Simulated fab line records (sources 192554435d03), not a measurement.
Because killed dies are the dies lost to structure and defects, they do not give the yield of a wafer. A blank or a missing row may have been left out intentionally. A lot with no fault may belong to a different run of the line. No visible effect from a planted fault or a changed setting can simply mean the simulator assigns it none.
fab line records	flow n5Finfet
[record] lots = 7	wafers = 39
route steps=1938 shown BEOL_M0_SAQP@676 BEOL_M0_CUTY@711 BEOL_M0@715 BEOL_M4@1067 BEOL_M6@1212
startH: hours from the record's first day to the start of the lot's first wafer shown	waitH: time in hours since the lot's previous step	" same as the row above	L1.1+2: a row that stands for several wafers	- no value present, or no start provided	* or withheld: withheld	< > ~ a bound
route shown NAME@n: names a module that has steps shown in the file, with the first one's number in the route	usual: the fault-free wafers' mean and standard deviation	same: alike in all rows	chamber/n: place in a boat	sites: readings site by site	_std_site: standard deviation across them	_edge_site: outer sites' mean less inner sites'	radiusMm: how far each site lies from the wafer's centre	mask NAME#n: copy n	behind: tool/chamber where the wafer was last shaped	hold: why the lot went on hold/how many hours it stayed there/how the hold came to an end	device: which transistor (n, p or np) failed to switch	end of line: tests run on the same wafers once the route is complete	a step given without rows: its recipe and nothing more	killed: dies that structure and defects cost at the first sort, which is not the same as the wafer's yield	map: per-die view of a wafer (x killed, . not killed, _ where there is no die)
set.NAME: the run value of the setting; set.NAME@STEP: its run value at that earlier step	model.NAME: the simulator's own value behind a step, which no gauge read
lots where settings were altered on purpose, with a table for each step and a row for each wafer
[[steps]]
[step N5_BEOL_M0_SAQP_SPACER2_ALD_26]
[recipe] material = SiO2	targetThkA = 150	tempC = 300	aldPrecursorFamily = BDEAS	aldCoReactant = O2-plasma	pulseTimeS = 1	purgeTimeS = 2	coReactantPurgeTimeS = 2	pressureTorr = 2
lot.wafer	tool	chamber	startH	waitH	set.targetThkA	model.SiO2_of_BEOL_M0_SAQP_SPACER2_ALD_26.thkNm
L076.1+5	aldSin-01	0	120.11	0.3	231.1	23.2
L076.2	"	2	"	"	231.1	23
L076.3	"	3	"	"	150	14.8
L076.4+6	"	3,2	"	"	150	15
L075.1+4+5+6	aldSin-02	1,2,2,1	123.63	0.1	150	15
L075.2+3	"	3,0	"	"	150	15.2
L082.1+5	aldSin-04	3,0	162.37	0.1	235.6	23.4
L082.2+6	"	1,3	"	"	150	15
L082.3	"	0	"	"	235.6	23.6
L082.4	"	2	"	"	150	14.8
L085.1+2+3+4+5+6	aldSin-01	1,2,3,0,2,3	180.06	0.1	150	15
L086.1+3+6	aldSin-02	3,2,0	190.75	2.6	150	15
L086.2	"	0	"	"	73.12	7.2
L086.4+5	"	1	"	"	73.12	7.4
L091.1+4+5	aldSin-04	2,1,3	214.61	0.1	150	15
L094.1	aldSin-01	2	235.10	0.4	219.2	21.8
L094.2+6	"	3	"	"	219.2	22
L094.3+4+5	"	1,0,2	"	"	150	15
[step N5_BEOL_M0_SAQP_SPACER2_ETCHBACK_27]
[recipe] chemistry = CHF3/O2	mode = anisotropicEtchback	target = SiO2	targetDepthA = 225	timeS = 11.25	pressureMtorr = 30	sourceW = 650	biasW = 170	Ar_flow_sccm = 200	CHF3_flow_sccm = 50	O2_flow_sccm = 5	ionEnergyEv = 200
[step N5_BEOL_M0_SAQP_MANDREL2_REMOVE_110]
[recipe] chemistry = HBr/Cl2/O2	btTimeS = 10	target = a-Si	stopOn = SiCN	endpoint = OES-SiCl	overEtchFrac = 1	icpW = 600	biasW = 30	HBr_flow_sccm = 150	Cl2_flow_sccm = 80	O2_flow_sccm = 5	pressureMtorr = 10
lot.wafer	tool	chamber	startH	waitH	set.targetThkA@BEOL_M0_SAQP_SPACER2_ALD_26	model.BEOL_M0_SAQP.cdNm
L076.1+5	rieSi-05	2,1	120.74	0.1	231.1	23.2
L076.2	"	1	"	"	231.1	23
L076.3+4	"	0,3	"	"	150	14.8
L076.6	"	2	"	"	150	15
L075.1+2+3+4+5+6	rieSi-02	3,0,2,1,1,0	124.26	0.1	150	15.2
L082.1+3+5	rieSi-01	3,2,1	163.01	0.1	235.6	23.6
L082.2+4+6	"	1,0,0	"	"	150	15
L085.1+2+3+4+5+6	rieSi-01	2,3,1,0,1,2	180.70	0.1	150	15
L086.1+6	rieSi-01	3,1	191.40	0.1	150	15.2
L086.2+5	"	0	"	"	73.12	7.2
L086.3	"	1	"	"	150	15
L086.4	"	2	"	"	73.12	7.4
L091.1+4	rieSi-01	0,2	215.26	0.1	150	15
L091.5	"	2	"	"	150	15.2
L094.1+2+6	rieSi-05	1,3,3	235.74	0.1	219.2	21.8
L094.3	"	2	"	"	150	15.2
L094.4+5	"	0	"	"	150	15
[step N5_BEOL_M0_SAQP_CD_MEAS_29]
[recipe] targetCdNm = 14.4	landingEnergyEv = 1000	detector = seInlens
[usual] cdNm = 15.00/0.22
lot.wafer	tool	chamber	startH	waitH	set.targetThkA@BEOL_M0_SAQP_SPACER2_ALD_26	cdNm
L076.1	cdSem-01	0	120.85	0.1	231.1	23.36
L076.2	"	0	"	"	231.1	22.81
L076.3	"	0	"	"	150	14.71
L076.4	"	0	"	"	150	14.74
L076.5	"	0	"	"	231.1	23.23
L076.6	"	0	"	"	150	15.20
L075.1	cdSem-03	0	124.37	0.1	150	14.91
L075.2	"	0	"	"	150	14.86
L075.3	"	0	"	"	150	15.06
L075.4	"	0	"	"	150	14.74
L075.5	"	0	"	"	150	15.16
L075.6	"	0	"	"	150	15.23
L082.1	cdSem-02	0	163.12	0.1	235.6	23.35
L082.2	"	0	"	"	150	15.08
L082.3	"	0	"	"	235.6	23.39
L082.4	"	0	"	"	150	14.87
L082.5	"	0	"	"	235.6	23.72
L082.6	"	0	"	"	150	14.44
L085.1	cdSem-02	0	180.81	0.1	150	15.06
L085.2	"	0	"	"	150	15.13
L085.3	"	0	"	"	150	15.10
L085.4	"	0	"	"	150	15.35
L085.5	"	0	"	"	150	15.01
L085.6	"	0	"	"	150	14.91
L086.1	cdSem-01	0	191.51	0.1	150	15.38
L086.2	"	0	"	"	73.12	7.32
L086.3	"	0	"	"	150	14.86
L086.4	"	0	"	"	73.12	7.48
L086.5	"	0	"	"	73.12	7.54
L086.6	"	0	"	"	150	15.49
L091.1	cdSem-03	0	215.37	0.1	150	14.93
L091.4	"	0	"	"	150	15.23
L091.5	"	0	"	"	150	15.24
L094.1	cdSem-02	0	235.85	0.1	219.2	21.79
L094.2	"	0	"	"	219.2	21.65
L094.3	"	0	"	"	150	15.21
L094.4	"	0	"	"	150	14.97
L094.5	"	0	"	"	150	14.95
L094.6	"	0	"	"	219.2	22.01
[step N5_BEOL_M0_SAQP_COAT_69]
[recipe] resist = SOC	tempC = 250	timeS = 60	spinRpm = 1500	resistThkNm = 90
[step N5_BEOL_M0_SAQP_COAT_72]
[recipe] resist = SiARC	tempC = 220	timeS = 60	spinRpm = 1500	resistThkNm = 15
[step N5_BEOL_M0_CUTY_DESCUM_61]
[recipe] chemistry = O2	timeS = 7.9	sourcePowerW = 50	biasPowerW = 20	pressureMtorr = 20	rfFrequencyHz = 2.712e+07	tempC = 40	resist = CAR-ArF-block	o2FlowSccm = 225
[step N5_BEOL_M0_CUTY_ETCH_62]
[recipe] chemistry = CF4	target = SiARC	maskMaterial = CAR-ArF-block	timeS = 58.5	ionEnergyEv = 80	pressureMtorr = 40	sourceW = 545	biasW = 36	Ar_flow_sccm = 100	cf4FlowSccm = 100	ends = cleared
[step N5_BEOL_M0_CUTY_ETCH_63]
[recipe] chemistry = N2/H2	target = SOC	targetDepthA = 827	overetchA = 165	maskMaterial = SiARC	tempC = 40	ionEnergyEv = 200	timeS = 124	pressureMtorr = 30	sourceW = 840	biasW = 150	n2FlowSccm = 200	h2FlowSccm = 200
lot.wafer	tool	chamber	startH	waitH	set.targetThkA@BEOL_M0_SAQP_SPACER2_ALD_26	model.SiO2_of_BEOL_M0_SAQP_SPACER2_ALD_26.thkNm
L076.1+5	rieDiel-02	0	122.92	0.0	231.1	15.4
L076.2	"	2	"	"	231.1	15.2
L076.3+6	"	1,3	"	"	150	7.2
L076.4	"	3	"	"	150	7
L075.1+2+4+5+6	rieDiel-05	0,1,2,2,1	126.35	0.0	150	7.2
L075.3	"	3	"	"	150	7.4
L082.1+3+5	rieDiel-04	2,3,1	165.33	0.0	235.6	15.6
L082.2+4+6	"	1,0,2	"	"	150	7
L085.1+3+4	rieDiel-04	1,0,3	185.00	0.0	150	7.2
L085.2+5+6	"	2,2,3	"	"	150	7
L086.1+6	rieDiel-02	2,1	193.69	0.0	150	7.2
L086.2+4+5	"	0,3,2	"	"	73.12	1.6
L086.3	"	1	"	"	150	7
L091.1+5	rieDiel-04	1,2	217.27	0.0	150	7.2
L091.4	"	2	"	"	150	7
L094.1+2+6	rieDiel-02	1,0,1	238.19	0.0	219.2	14
L094.3+4+5	"	3,2,2	"	"	150	7.2
[step N5_BEOL_M0_CUTY_STRIP_64]
[recipe] chemistry = N2/H2	tempC = 40	n2FlowSccm = 200	h2FlowSccm = 200	rfFrequencyHz = 6e+07
[step N5_BEOL_M0_ETCH_138]
[recipe] chemistry = CH3F/O2	targetDepthA = 120	target = SiCN	timeS = 31.6	ionEnergyEv = 120	pressureMtorr = 30	sourceW = 395	biasW = 75	Ar_flow_sccm = 150	CH3F_flow_sccm = 30	O2_flow_sccm = 20	ends = cleared
lot.wafer	tool	chamber	startH	waitH	set.targetThkA@BEOL_M0_SAQP_SPACER2_ALD_26	model.SiO2_of_BEOL_M0_SAQP_SPACER2_ALD_26.thkNm
L076.1+5	rieDiel-02	0	123.04	0.0	231.1	13.4
L076.2	"	2	"	"	231.1	13.2
L076.3+4+6	"	1,3,3	"	"	150	5.2
L075.1+2+4+6	rieDiel-05	0,1,2,1	126.47	0.0	150	5.2
L075.3	"	3	"	"	150	5.4
L075.5	"	2	"	"	150	5
L082.1+3+5	rieDiel-04	2,3,1	165.45	0.0	235.6	13.6
L082.2+4+6	"	1,0,2	"	"	150	5
L085.1+2+3	rieDiel-04	1,2,0	185.12	0.0	150	5.2
L085.4+5+6	"	3,2,3	"	"	150	5
L086.1	rieDiel-02	2	193.82	0.0	150	5.2
L086.2+4+5	"	0,3,2	"	"	73.12	0.8
L086.3+6	"	1	"	"	150	5
L091.1+5	rieDiel-04	1,2	217.39	0.0	150	5.2
L091.4	"	2	"	"	150	5
L094.1+2	rieDiel-02	1,0	238.31	0.0	219.2	12
L094.3+4+5	"	3,2,2	"	"	150	5.2
L094.6	"	1	"	"	219.2	11.8
[step N5_BEOL_M0_HM_OPEN_105]
[recipe] chemistry = Cl2/BCl3	targetDepthA = 120	target = TiN	ionEnergyEv = 150	pressureMtorr = 10	icpW = 1000	biasW = 126	Cl2_flow_sccm = 53.25	bcl3FlowSccm = 21.75	Ar_flow_sccm = 25
lot.wafer	tool	chamber	startH	waitH	set.targetThkA@BEOL_M0_SAQP_SPACER2_ALD_26	model.SiO2_of_BEOL_M0_SAQP_SPACER2_ALD_26.thkNm
L076.1	rieMetal-01	0	125.32	2.2	231.1	11
L076.2+5	"	1,0	"	"	231.1	10.8
L076.3+4+6	"	1,0,1	"	"	150	2.8
L075.1+4+5+6	rieMetal-02	0,0,0,1	128.95	2.4	150	2.6
L075.2+3	"	1	"	"	150	2.8
L082.1+5	rieMetal-03	0	165.57	0.1	235.6	11
L082.2+4+6	"	1	"	"	150	2.6
L082.3	"	0	"	"	235.6	11.2
L085.1+2+4+5+6	rieMetal-02	0,1,1,1,0	185.44	0.3	150	2.6
L085.3	"	0	"	"	150	2.8
L086.1	rieMetal-01	0	196.01	2.2	150	2.8
L086.2+4+5	"	1	"	"	73.12	0.4
L086.3+6	"	0	"	"	150	2.6
L091.1+5	rieMetal-02	0	219.51	2.1	150	2.8
L091.4	"	1	"	"	150	2.4
L094.1+2+6	rieMetal-01	0,1,1	238.88	0.5	219.2	9.6
L094.3+4+5	"	0,1,0	"	"	150	2.8
[step N5_BEOL_M4_VIA_ETCH_34]
[recipe] chemistry = C4F6/O2	targetDepthA = 694	maskMaterial = SOC	pressureMtorr = 15	ionEnergyEv = 250	taperDeg = 4	timeS = 65.9	sourceW = 350	biasW = 170	Ar_flow_sccm = 300	C4F6_flow_sccm = 10	O2_flow_sccm = 10
lot.wafer	tool	chamber	startH	waitH	set.targetDepthA	model.etch.depthNm	model.SOC_of_BEOL_M4_COAT_67.thkNm
L076.1	rieDiel-02	2	160.93	0.0	862	85.18	50.2
L076.2	"	3	"	"	694	67.58	52
L076.3	"	0	"	"	694	67.62	52.4
L076.4	"	2	"	"	694	69.09	51.8
L076.5	"	3	"	"	862	83.46	50
L076.6	"	0	"	"	862	83.9	50.2
L075.1	rieDiel-02	0	175.42	0.0	694	68.86	52.2
L075.2	"	3	"	"	863.6	84.51	50.2
L075.3	"	2	"	"	694	69.52	52
L075.4	"	1	"	"	694	70.15	52
L075.5	"	2	"	"	863.6	86.04	50
L075.6	"	1	"	"	863.6	87.51	50
L082.1	rieDiel-02	1	207.53	0.0	332.6	33.51	56.2
L082.2	"	0	"	"	694	68.49	52.2
L082.3	"	2	"	"	694	68.21	52
L082.4	"	3	"	"	332.6	32.23	56
L082.5	"	3	"	"	694	67.58	52
L082.6	"	2	"	"	332.6	32.95	56.2
L085.1	rieDiel-02	1	234.19	0.0	694	69.61	52
L085.2	"	2	"	"	694	68.55	52
L085.3	"	3	"	"	694	67.46	52
L085.4	"	0	"	"	694	68.48	52.2
L085.5	"	1	"	"	694	69.73	52
L085.6	"	2	"	"	694	68.08	52.2
L086.1	rieDiel-05	3	246.70	0.0	815.4	80.52	51
L086.2	"	2	"	"	694	68.8	52.2
L086.3	"	0	"	"	815.4	80.96	50.8
L086.4	"	1	"	"	815.4	83.55	50.6
L086.5	"	0	"	"	694	68.01	52.4
L086.6	"	3	"	"	694	68.93	52.2
L091.1	rieDiel-04	3	267.86	0.0	694	69.41	52.2
L091.4	"	1	"	"	694	69.11	52
L091.5	"	0	"	"	694	68.83	52
L094.1	rieDiel-02	0	278.36	0.0	826.9	81.27	50.4
L094.2	"	1	"	"	826.9	84.14	50.4
L094.3	"	3	"	"	694	68.07	51.8
L094.4	"	2	"	"	826.9	81.46	50.4
L094.5	"	2	"	"	694	68.55	52
L094.6	"	3	"	"	694	68.09	51.8
[step N5_BEOL_M6_ETCH_62]
[recipe] chemistry = N2/H2	target = SOC	targetDepthA = 1100	overetchA = 220	maskMaterial = SiARC	tempC = 40	timeS = 165	ionEnergyEv = 200	pressureMtorr = 30	sourceW = 840	biasW = 150	n2FlowSccm = 200	h2FlowSccm = 200
lot.wafer	tool	chamber	startH	waitH	set.targetDepthA	model.SiARC_of_BEOL_M6_COAT_60.thkNm
L076.1+4	rieDiel-05	2	181.87	0.0	1566	26.2
L076.2	"	0	"	"	1100	28.6
L076.3	"	3	"	"	1100	28.2
L076.5	"	0	"	"	1100	28.4
L076.6	"	3	"	"	1566	26
L075.1+5	rieDiel-05	2,0	197.67	0.0	1100	28.4
L075.2	"	0	"	"	1100	28.6
L075.3	"	1	"	"	1654	25.2
L075.4+6	"	3	"	"	1654	25.6
L082.1	rieDiel-05	1	229.39	0.0	1100	28
L082.2+6	"	3	"	"	1499	26.2
L082.3	"	0	"	"	1499	26.4
L082.4+5	"	2	"	"	1100	28.4
L085.1+3	rieDiel-04	2,0	253.26	0.0	1479	26.4
L085.2+6	"	3,2	"	"	1100	28.2
L085.4	"	1	"	"	1100	28.4
L085.5	"	3	"	"	1479	26.2
L086.1+5	rieDiel-02	3	266.94	0.0	1100	28.6
L086.2+4+6	"	2,0,2	"	"	1100	28.4
L086.3	"	1	"	"	1100	28.2
L091.1+4	rieDiel-05	0,2	288.46	0.0	1100	28.4
L091.5	"	3	"	"	1100	28.2
L094.1+6	rieDiel-05	1	300.58	0.0	1100	28
L094.2	"	3	"	"	1100	28.2
L094.3+4	"	2,0	"	"	1100	28.4
L094.5	"	0	"	"	1100	28.6
[step N5_BEOL_M6_STRIP_68]
[recipe] chemistry = N2/H2	tempC = 40	n2FlowSccm = 200	h2FlowSccm = 200	rfFrequencyHz = 6e+07
[step N5_BEOL_M6_STRIP_67]
[recipe] chemistry = CF4	resist = SiARC	powerW = 300	biasPowerW = 75	pressureMtorr = 50	cf4FlowSccm = 150	rfFrequencyHz = 6e+07
[step N5_BEOL_M6_HM_OPEN_17]
[recipe] chemistry = Cl2/BCl3	targetDepthA = 200	overetchA = 60	target = TiN	maskMaterial = SOC	ionEnergyEv = 150	pressureMtorr = 10	icpW = 1000	biasW = 126	Cl2_flow_sccm = 53.25	bcl3FlowSccm = 21.75	Ar_flow_sccm = 25
lot.wafer	tool	chamber	startH	waitH	set.targetDepthA@BEOL_M6_ETCH_62	model.etch.depthNm
L076.1	rieMetal-02	1	182.06	0.0	1566	14.83
L076.2	"	0	"	"	1100	20.17
L076.3	"	1	"	"	1100	19.93
L076.4	"	0	"	"	1566	14.51
L076.5	"	1	"	"	1100	20.38
L076.6	"	0	"	"	1566	14.54
L075.1	rieMetal-01	1	197.86	0.0	1100	19.97
L075.2	"	0	"	"	1100	20.15
L075.3	"	1	"	"	1654	12.98
L075.4	"	0	"	"	1654	13.67
L075.5	"	1	"	"	1100	20.11
L075.6	"	0	"	"	1654	13.54
L082.1	rieMetal-02	1	229.58	0.0	1100	19.75
L082.2+6	"	0	"	"	1499	14.91
L082.3	"	1	"	"	1499	14.82
L082.4	"	0	"	"	1100	19.61
L082.5	"	1	"	"	1100	19.63
L085.1	rieMetal-01	1	253.44	0.0	1479	15.72
L085.2	"	0	"	"	1100	19.91
L085.3+5	"	1,0	"	"	1479	15.4
L085.4	"	0	"	"	1100	19.88
L085.6	"	1	"	"	1100	19.79
L086.1	rieMetal-01	0	267.13	0.0	1100	20.14
L086.2	"	1	"	"	1100	20.24
L086.3	"	1	"	"	1100	19.87
L086.4	"	0	"	"	1100	20.1
L086.5	"	0	"	"	1100	19.97
L086.6	"	1	"	"	1100	20.25
L091.1	rieMetal-01	0	288.65	0.0	1100	20.15
L091.4	"	1	"	"	1100	20.43
L091.5	"	0	"	"	1100	20.31
L094.1	rieMetal-02	0	300.77	0.0	1100	20.05
L094.2	"	1	"	"	1100	19.91
L094.3	"	1	"	"	1100	19.66
L094.4	"	0	"	"	1100	19.86
L094.5	"	0	"	"	1100	19.63
L094.6	"	1	"	"	1100	19.94
[[key]]
[split] step = N5_BEOL_M0_SAQP_SPACER2_ALD_26	setting = targetThkA	stated = 150	by = wafer
[response] step = N5_BEOL_M0_SAQP_SPACER2_ALD_26	reading = model.SiO2_of_BEOL_M0_SAQP_SPACER2_ALD_26.thkNm	change = +0.15	per = 1%	r = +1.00
[response] step = N5_BEOL_M0_SAQP_MANDREL2_REMOVE_110	reading = model.BEOL_M0_SAQP.cdNm	change = +0.151	per = 1%	r = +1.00
[response] step = N5_BEOL_M0_SAQP_CD_MEAS_29	reading = cdNm	change = +0.151	per = 1%	r = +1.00
[response] step = N5_BEOL_M0_CUTY_ETCH_63	reading = model.SiO2_of_BEOL_M0_SAQP_SPACER2_ALD_26.thkNm	change = +0.14	per = 1%	r = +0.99
[response] step = N5_BEOL_M0_ETCH_138	reading = model.SiO2_of_BEOL_M0_SAQP_SPACER2_ALD_26.thkNm	change = +0.134	per = 1%	r = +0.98
[response] step = N5_BEOL_M0_HM_OPEN_105	reading = model.SiO2_of_BEOL_M0_SAQP_SPACER2_ALD_26.thkNm	shape = bent	atLowest = 0.4	atStated = 2.681	atHighest = 11.07
[split] step = N5_BEOL_M4_VIA_ETCH_34	setting = targetDepthA	stated = 694	by = wafer
[response] step = N5_BEOL_M4_VIA_ETCH_34	reading = model.etch.depthNm	change = +0.684	per = 1%	r = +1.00
[response] step = N5_BEOL_M4_VIA_ETCH_34	reading = model.SOC_of_BEOL_M4_COAT_67.thkNm	change = -0.0791	per = 1%	r = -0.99
[split] step = N5_BEOL_M6_ETCH_62	setting = targetDepthA	stated = 1100	by = wafer
[response] step = N5_BEOL_M6_ETCH_62	reading = model.SiARC_of_BEOL_M6_COAT_60.thkNm	change = -0.0565	per = 1%	r = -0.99
[response] step = N5_BEOL_M6_HM_OPEN_17	reading = model.etch.depthNm	change = -0.131	per = 1%	r = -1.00
